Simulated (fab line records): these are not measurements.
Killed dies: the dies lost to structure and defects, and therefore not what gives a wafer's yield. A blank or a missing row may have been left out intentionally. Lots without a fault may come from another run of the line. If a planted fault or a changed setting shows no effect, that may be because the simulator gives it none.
Which tool was responsible?	flow n5 finfet	24 lots, 72 wafers sampled, at 6 steps of a route of 1938

WHAT THE GAUGES READ, wafer by wafer
N5_BEOL_M0_SAQP_THK_MEAS_05.
lot	measured	on	thk nm (nm)
L074	day 5 10:23	film metro-01	60.5 61.3 60.7
L075	day 5 13:27	film metro-01	58.7 60.1 59.6
L076	day 5 20:20	film metro-02	58.9 61.9 60.1
L077	day 6 07:01	film metro-01	61.5 61.1 61.9
L078	day 6 12:54	film metro-02	60.2 59.8 60.6
L079	day 6 21:07	film metro-01	60.1 59.5 61.3
L080	day 7 07:08	film metro-02	60.2 60.0 60.3
L081	day 7 14:25	film metro-01	59.9 60.8 61.9
L082	day 7 15:11	film metro-01	59.6 60.8 60.3
L083	day 7 18:38	film metro-01	60.2 60.3 61.5
L084	day 8 01:05	film metro-02	59.5 60.4 61.5
L085	day 8 02:12	film metro-02	60.0 60.0 59.6
L086	day 8 11:29	film metro-01	59.7 60.4 60.9
L087	day 8 15:08	film metro-02	60.0 58.6 61.0
L088	day 8 18:26	film metro-01	59.7 60.8 60.7
L089	day 9 02:50	film metro-02	61.1 60.9 61.0
L090	day 9 09:14	film metro-02	59.3 61.2 60.6
L091	day 9 13:29	film metro-02	60.8 59.9 62.4
L092	day 10 01:04	film metro-02	59.3 59.9 60.3
L093	day 10 04:31	film metro-01	57.6 59.5 59.3
L094	day 10 15:40	film metro-02	59.8 60.5 61.0
L095	day 10 19:22	film metro-01	59.7 59.5 60.9
L096	day 10 23:17	film metro-01	59.1 60.3 61.0
L097	day 11 09:02	film metro-02	59.8 60.3 61.0

N5_BEOL_M0_SAQP_CD_MEAS_40: the cd target is 30 nm.
lot	measured	on	cd nm (nm)
L074	day 5 14:40	cd sem-03	29.77 29.83 29.77
L075	day 5 18:05	cd sem-02	30.68 30.14 30.01
L076	day 6 01:06	cd sem-01	29.80 30.03 29.66
L077	day 6 11:17	cd sem-02	30.25 29.81 30.35
L078	day 6 17:47	cd sem-01	30.34 29.95 29.96
L079	day 7 01:33	cd sem-02	30.17 30.18 29.90
L080	day 7 11:14	cd sem-01	30.08 30.33 30.29
L081	day 7 18:46	cd sem-02	30.11 30.34 30.23
L082	day 7 19:59	cd sem-02	29.95 30.36 30.11
L083	day 7 23:02	cd sem-01	29.66 30.12 29.99
L084	day 8 07:01	cd sem-03	30.14 29.49 29.66
L085	day 8 07:31	cd sem-01	30.23 29.95 29.91
L086	day 8 15:55	cd sem-01	30.80 30.31 30.36
L087	day 8 19:45	cd sem-02	30.02 29.71 29.85
L088	day 8 22:53	cd sem-02	29.75 30.18 30.54
L089	day 9 07:19	cd sem-03	30.21 30.15 30.12
L090	day 9 13:48	cd sem-02	29.85 30.03 30.28
L091	day 9 18:35	cd sem-03	29.92 30.00 30.40
L092	day 10 05:52	cd sem-02	30.29 29.85 29.76
L093	day 10 09:12	cd sem-03	29.87 29.93 29.94
L094	day 10 20:05	cd sem-02	29.86 29.95 30.30
L095	day 10 23:55	cd sem-03	30.20 30.01 30.01
L096	day 11 04:22	cd sem-02	30.48 29.98 30.52
L097	day 11 13:57	cd sem-01	30.43 30.05 29.95

WHICH TOOL RAN EACH LOT (tool, then ch and the chambers of the sampled wafers, then the start)
lot	N5_MOL_CONTACT_COAG_ETCHBACK_134	N5_MOL_CONTACT_COAG_VIA_ETCH_117	N5_BEOL_M0_SAQP_PECVD_96	N5_BEOL_M0_SAQP_MANDREL1_REMOVE_100
L074	rie diel-04 ch 1,2, day 5 05:17	rie diel-04 ch 1,2, day 5 05:26	pecvd-03 ch 0,2, day 5 10:12	rie si-03 ch 0,1,3, day 5 12:27
L075	rie diel-05 ch 0,2,3, day 5 08:11	rie diel-05 ch 0,2,3, day 5 08:21	pecvd-01 ch 2, day 5 13:12	rie si-03 ch 0,1,2, day 5 15:30
L076	rie diel-05 ch 1,2, day 5 13:56	rie diel-05 ch 1,2, day 5 14:05	pecvd-04 ch 0,1,2, day 5 20:09	rie si-03 ch 1,2,3, day 5 22:48
L077	rie diel-01 ch 2,3, day 6 01:44	rie diel-01 ch 2,3, day 6 01:54	pecvd-04 ch 0,1, day 6 06:47	rie si-06 ch 0,2,3, day 6 09:02
L078	rie diel-05 ch 2,3, day 6 07:20	rie diel-05 ch 2,3, day 6 07:29	pecvd-01 ch 0,2, day 6 12:43	rie si-06 ch 1,2,3, day 6 14:55
L079	rie diel-04 ch 1,2, day 6 15:37	rie diel-04 ch 1,2, day 6 15:47	pecvd-03 ch 0,1,2, day 6 20:56	rie si-06 ch 0,1,2, day 6 23:16
L080	rie diel-01 ch 0,2,3, day 7 02:04	rie diel-01 ch 0,2,3, day 7 02:13	pecvd-01 ch 1,2, day 7 06:57	rie si-05 ch 1,3, day 7 09:02
L081	rie diel-05 ch 0,1,3, day 7 06:04	rie diel-05 ch 0,1,3, day 7 06:13	pecvd-01 ch 0,1, day 7 14:14	rie si-05 ch 0,1,3, day 7 16:26
L082	rie diel-05 ch 0,3, day 7 08:04	rie diel-05 ch 0,3, day 7 08:13	pecvd-03 ch 0,1,2, day 7 15:00	rie si-05 ch 0,2,3, day 7 17:10
L083	rie diel-05 ch 0,2,3, day 7 12:25	rie diel-05 ch 0,2,3, day 7 12:35	pecvd-03 ch 1,2, day 7 18:27	rie si-03 ch 1,2,3, day 7 20:44
L084	rie diel-05 ch 0,2, day 7 16:17	rie diel-05 ch 0,2, day 7 16:27	pecvd-04 ch 0,1, day 8 00:54	rie si-06 ch 0,2, day 8 04:02
L085	rie diel-01 ch 1,2,3, day 7 21:07	rie diel-01 ch 1,2,3, day 7 21:17	pecvd-04 ch 0,1,2, day 8 02:01	rie si-06 ch 0,2,3, day 8 04:35
L086	rie diel-04 ch 0,1,3, day 8 04:19	rie diel-04 ch 0,1,3, day 8 04:29	pecvd-04 ch 0,1,2, day 8 11:18	rie si-03 ch 0,1,3, day 8 13:35
L087	rie diel-01 ch 0,1, day 8 10:03	rie diel-01 ch 0,1, day 8 10:13	pecvd-03 ch 0,1,2, day 8 14:57	rie si-05 ch 0,2,3, day 8 17:03
L088	rie diel-04 ch 0,1,2, day 8 12:04	rie diel-04 ch 0,1,2, day 8 12:14	pecvd-03 ch 1,2, day 8 18:15	rie si-06 ch 1,2,3, day 8 20:34
L089	rie diel-01 ch 0,1, day 8 20:38	rie diel-01 ch 0,1, day 8 20:48	pecvd-04 ch 0,1,2, day 9 02:39	rie si-05 ch 1,3, day 9 04:52
L090	rie diel-01 ch 0,1,3, day 8 23:58	rie diel-01 ch 0,1,3, day 9 00:07	pecvd-03 ch 0,1,2, day 9 09:02	rie si-05 ch 0,1,3, day 9 11:30
L091	rie diel-05 ch 1,2,3, day 9 08:23	rie diel-05 ch 1,2,3, day 9 08:33	pecvd-01 ch 0,1, day 9 13:18	rie si-06 ch 0,1,3, day 9 15:53
L092	rie diel-01 ch 1,2,3, day 9 18:24	rie diel-01 ch 1,2,3, day 9 18:33	pecvd-03 ch 0,1, day 10 00:49	rie si-05 ch 0,1,3, day 10 03:29
L093	rie diel-01 ch 1,2,3, day 9 20:47	rie diel-01 ch 1,2,3, day 9 20:56	pecvd-03 ch 0,1, day 10 04:16	rie si-06 ch 0,1,3, day 10 06:44
L094	rie diel-01 ch 0,1,2, day 10 09:58	rie diel-01 ch 0,1,2, day 10 10:07	pecvd-03 ch 0,1, day 10 15:24	rie si-03 ch 0,2,3, day 10 17:41
L095	rie diel-01 ch 0,2, day 10 11:36	rie diel-01 ch 0,2, day 10 11:45	pecvd-03 ch 0,1,2, day 10 19:11	rie si-03 ch 0,2, day 10 21:32
L096	rie diel-05 ch 0,2,3, day 10 15:05	rie diel-05 ch 0,2,3, day 10 15:15	pecvd-01 ch 1,2, day 10 23:07	rie si-06 ch 1,2,3, day 11 02:11
L097	rie diel-05 ch 0,2,3, day 11 01:34	rie diel-05 ch 0,2,3, day 11 01:43	pecvd-03 ch 1,2, day 11 08:47	rie si-06 ch 0,1,3, day 11 11:24
- N5_MOL_CONTACT_COAG_ETCHBACK_134: etches SiO2 in CHF3, target depth 10 nm, time 6.7 s.
- N5_MOL_CONTACT_COAG_VIA_ETCH_117: etches SiO2 in C4F6/O2, target depth 40 nm, overetch 8 nm, time 26 s.
- N5_BEOL_M0_SAQP_PECVD_96: deposits a-Si from SiH4/He, target thk 45 nm, time 45.2 s.
- N5_BEOL_M0_SAQP_MANDREL1_REMOVE_100: chemistry HBr/Cl2/O2, target a-Si, stops on SiNx, bt time 10 s.

AS READ BY THE TOOLS THEMSELVES (means over the sampled wafers that have a number; for cases with no such wafer, the mark the record gives instead)
N5_MOL_CONTACT_COAG_ETCHBACK_134.
lot	tool	drypump motor current A (A)	oes product au (a.u.)	rf vpp V (V)	showerhead plenum p Torr (Torr)	throttle valve pct (%)
L074	rie diel-04	5.4	0.83	544	2.42	18.45
L075	rie diel-05	5.3	0.75	534	2.39	18.62
L076	rie diel-05	6.0	0.86	515	2.37	18.38
L077	rie diel-01	5.5	0.81	511	2.31	18.41
L078	rie diel-05	5.4	0.85	536	2.39	18.43
L079	rie diel-04	5.4	0.80	545	2.41	18.48
L080	rie diel-01	5.5	0.77	522	2.33	18.59
L081	rie diel-05	5.6	0.87	524	2.37	18.46
L082	rie diel-05	5.2	0.85	533	2.38	18.54
L083	rie diel-05	5.3	0.84	534	2.38	18.49
L084	rie diel-05	5.4	0.78	531	2.41	18.51
L085	rie diel-01	5.3	0.76	520	2.36	18.54
L086	rie diel-04	6.2	0.76	524	2.42	18.66
L087	rie diel-01	5.4	0.73	536	2.41	18.75
L088	rie diel-04	5.7	0.77	538	2.40	18.64
L089	rie diel-01	5.4	0.72	536	2.41	18.78
L090	rie diel-01	5.4	0.77	524	2.39	18.61
L091	rie diel-05	5.7	0.85	527	2.36	18.45
L092	rie diel-01	5.3	0.75	519	2.36	18.57
L093	rie diel-01	5.3	0.75	520	2.36	18.57
L094	rie diel-01	5.3	0.71	531	2.37	18.75
L095	rie diel-01	5.4	0.70	532	2.34	18.79
L096	rie diel-05	5.3	0.82	534	2.38	18.53
L097	rie diel-05	5.3	0.81	534	2.38	18.54

N5_MOL_CONTACT_COAG_VIA_ETCH_117.
lot	tool	drypump motor current A (A)	oes product au (a.u.)	rf vpp V (V)	showerhead plenum p Torr (Torr)	throttle valve pct (%)
L074	rie diel-04	5.4	0.74	1644	2.88	41.0
L075	rie diel-05	5.3	0.68	1616	2.85	40.9
L076	rie diel-05	6.1	0.77	1562	2.84	41.0
L077	rie diel-01	5.5	0.73	1549	2.76	40.4
L078	rie diel-05	5.4	0.76	1623	2.86	40.9
L079	rie diel-04	5.4	0.74	1644	2.88	41.0
L080	rie diel-01	5.5	0.69	1582	2.78	40.8
L081	rie diel-05	5.7	0.80	1588	2.82	40.8
L082	rie diel-05	5.3	0.77	1609	2.84	40.8
L083	rie diel-05	5.3	0.76	1615	2.84	40.9
L084	rie diel-05	5.4	0.70	1608	2.87	41.0
L085	rie diel-01	5.3	0.69	1575	2.81	40.7
L086	rie diel-04	6.2	0.69	1587	2.89	40.6
L087	rie diel-01	5.4	0.66	1622	2.88	41.1
L088	rie diel-04	5.7	0.70	1630	2.87	40.9
L089	rie diel-01	5.3	0.65	1621	2.88	41.1
L090	rie diel-01	5.4	0.69	1589	2.85	40.8
L091	rie diel-05	5.7	0.77	1595	2.82	40.9
L092	rie diel-01	5.3	0.69	1575	2.81	40.8
L093	rie diel-01	5.3	0.68	1576	2.81	40.8
L094	rie diel-01	5.2	0.64	1607	2.84	41.1
L095	rie diel-01	5.4	0.63	1614	2.80	41.2
L096	rie diel-05	5.3	0.73	1615	2.84	40.9
L097	rie diel-05	5.3	0.73	1614	2.83	40.9

N5_BEOL_M0_SAQP_PECVD_96.
lot	tool	heater power w (W)	showerhead plenum p Torr (Torr)	susceptor temp C (C)	throttle valve pct (%)
L074	pecvd-03	675	5.65	350.02	17.5
L075	pecvd-01	668	5.57	350.07	17.1
L076	pecvd-04	628	5.67	350.09	18.2
L077	pecvd-04	660	5.68	349.93	19.5
L078	pecvd-01	662	5.57	349.83	18.5
L079	pecvd-03	635	5.65	350.11	17.8
L080	pecvd-01	689	5.63	349.90	17.7
L081	pecvd-01	694	5.67	350.09	18.8
L082	pecvd-03	656	5.64	349.92	17.9
L083	pecvd-03	657	5.66	349.96	18.5
L084	pecvd-04	619	5.68	349.96	19.6
L085	pecvd-04	611	5.67	350.02	18.2
L086	pecvd-04	685	5.67	350.00	18.3
L087	pecvd-03	617	5.66	349.80	17.8
L088	pecvd-03	693	5.62	350.12	17.5
L089	pecvd-04	668	5.67	350.03	18.5
L090	pecvd-03	680	5.66	350.05	17.7
L091	pecvd-01	693	5.67	350.13	18.8
L092	pecvd-03	591	5.68	349.99	18.9
L093	pecvd-03	609	5.68	349.87	18.7
L094	pecvd-03	605	5.68	349.92	18.6
L095	pecvd-03	601	5.64	349.94	17.9
L096	pecvd-01	681	5.63	350.27	17.6
L097	pecvd-03	625	5.65	350.04	18.2

N5_BEOL_M0_SAQP_MANDREL1_REMOVE_100.
lot	tool	drypump motor current A (A)	oes product au (a.u.)	throttle valve pct (%)
L074	rie si-03	5.5	1.011	36.8
L075	rie si-03	5.7	0.990	36.6
L076	rie si-03	5.8	1.005	36.7
L077	rie si-06	5.7	1.023	36.9
L078	rie si-06	5.7	1.008	36.8
L079	rie si-06	5.5	1.028	36.6
L080	rie si-05	5.7	0.994	37.1
L081	rie si-05	5.9	0.995	36.9
L082	rie si-05	6.0	1.014	36.8
L083	rie si-03	5.8	1.002	36.7
L084	rie si-06	5.3	1.022	37.0
L085	rie si-06	5.7	1.014	37.0
L086	rie si-03	5.6	0.999	36.8
L087	rie si-05	6.0	1.012	36.8
L088	rie si-06	5.6	1.008	36.8
L089	rie si-05	5.7	0.988	37.4
L090	rie si-05	5.8	1.002	37.1
L091	rie si-06	5.9	1.012	36.6
L092	rie si-05	5.9	0.994	37.0
L093	rie si-06	5.9	1.009	36.6
L094	rie si-03	5.4	1.009	36.5
L095	rie si-03	5.3	0.997	36.4
L096	rie si-06	5.6	0.997	36.8
L097	rie si-06	5.9	1.015	36.6

THE ANSWER, worked out from the rows above alone
Rule: the lots themselves supply what counts as usual. Put in order of their means at a reading, lots are off if they are a third of the lots or fewer, leave a main group of 4 or more, and stand apart from it by a gap of 3 or more times the standard deviation of the main group's means; of several such gaps the widest counts. The tables above print the reading to a certain number of digits; a main group whose means all agree to those digits is not used. Also off: a lot with no number at a reading for which 4 or more lots have one. Any other lot the step has rows for is counted as sound. Order of review: gauges by route order, followed by the tools' own readings, for which a lot's mean as printed above is used. The first step at which some lot is off is used, and at that step the reading that is off furthest; a lot without a number counts as furthest.
None of the lots is off at any reading shown; this tells nothing.

WHAT WAS PUT IN BY THE SIMULATOR
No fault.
